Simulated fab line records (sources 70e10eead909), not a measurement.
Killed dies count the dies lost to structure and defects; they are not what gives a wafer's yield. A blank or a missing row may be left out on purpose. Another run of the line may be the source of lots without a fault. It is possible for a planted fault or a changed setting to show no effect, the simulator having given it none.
Matching of chambers	flow nand harc	NHARC_P_GATE_DESCUM_93 on rie diel-07 has 4 sister chambers
The step chemistry O2, time 3 s. 24 wafers are shown with their chamber, then 12 later ones without.

## EACH WAFER AND ITS CHAMBER
wafer	chamber	drypump motor current A (A)	oes product au (a.u.)	rf vpp V (V)
L080.2	0	5.8	0.988	56.9
L080.4	2	6.4	0.999	58.1
L080.6	0	5.8	0.991	58.4
L083.1	2	6.4	1.003	59.4
L083.2	0	5.8	0.989	58.2
L083.3	1	6.4	0.998	57.8
L084.1	0	5.8	0.987	57.8
L084.4	2	6.5	1.006	57.5
L084.5	0	5.8	0.988	56.9
L084.2	3	5.8	0.999	56.6
L084.3	1	6.4	0.996	57.8
L084.6	1	6.4	0.994	57.6
L086.2	1	6.4	0.999	58.0
L086.5	2	6.4	0.993	58.8
L086.6	3	5.8	0.988	56.6
L087.2	2	6.4	0.998	56.6
L087.3	0	5.8	0.996	57.1
L087.6	2	6.4	0.993	57.4
L091.2	0	5.8	0.991	58.3
L091.3	1	6.4	0.996	58.7
L091.5	1	6.4	1.002	57.3
L091.1	2	6.4	1.001	57.6
L091.4	3	5.8	1.003	58.1
L091.6	0	5.8	0.993	58.6

SIGNATURES, as means of the wafers listed above
reading	chamber 0	chamber 1	chamber 2	chamber 3	scatter within a chamber
drypump motor current A	5.800	6.400	6.414	5.800	0.0207
oes product au	0.99038	0.99750	0.99900	0.99667	0.00428
rf vpp V	57.775	57.867	57.914	57.100	0.756
Rule: for a wafer and a chamber, the distance is found by dividing, reading by reading, the gap between the wafer's reading and the chamber's mean by the reading's scatter, squaring, summing and taking the root. If the next closest chamber is less than 2 further off than the closest, the wafer can't be placed; otherwise it belongs to the closest. The scatter is the square root of a quotient: the sum, over the shown wafers, of each reading's squared deviation from its chamber's mean, divided by wafers minus chambers.

## WAFERS WITHOUT THEIR CHAMBER
wafer	drypump motor current A (A)	oes product au (a.u.)	rf vpp V (V)
L092.3	5.8	0.978	57.8
L092.4	6.4	1.002	57.5
L092.5	6.4	0.992	57.6
L094.4	5.8	0.998	58.1
L094.5	6.4	1.018	57.3
L094.6	5.8	1.003	56.4
L095.1	6.4	1.012	59.0
L095.3	5.8	1.012	56.9
L095.6	6.4	1.006	57.4
L095.2	5.8	1.011	58.0
L095.4	6.4	1.005	57.2
L095.5	5.8	1.017	58.2

## EACH ONE'S CHAMBER
wafer	from the rows above	in truth
L092.3	can't be placed: 0 or 3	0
L092.4	can't be placed: 2 or 1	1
L092.5	can't be placed: 1 or 2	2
L094.4	can't be placed: 3 or 0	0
L094.5	can't be placed: 2 or 1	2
L094.6	can't be placed: 3 or 0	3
L095.1	can't be placed: 2 or 1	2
L095.3	can't be placed: 3 or 0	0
L095.6	can't be placed: 2 or 1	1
L095.2	can't be placed: 3 or 0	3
L095.4	can't be placed: 2 or 1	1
L095.5	can't be placed: 3 or 0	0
Correctly placed: 0 of 12. Can't be placed from these rows: 12 (the true chamber is among the candidates in 12). 0 placed wrongly.
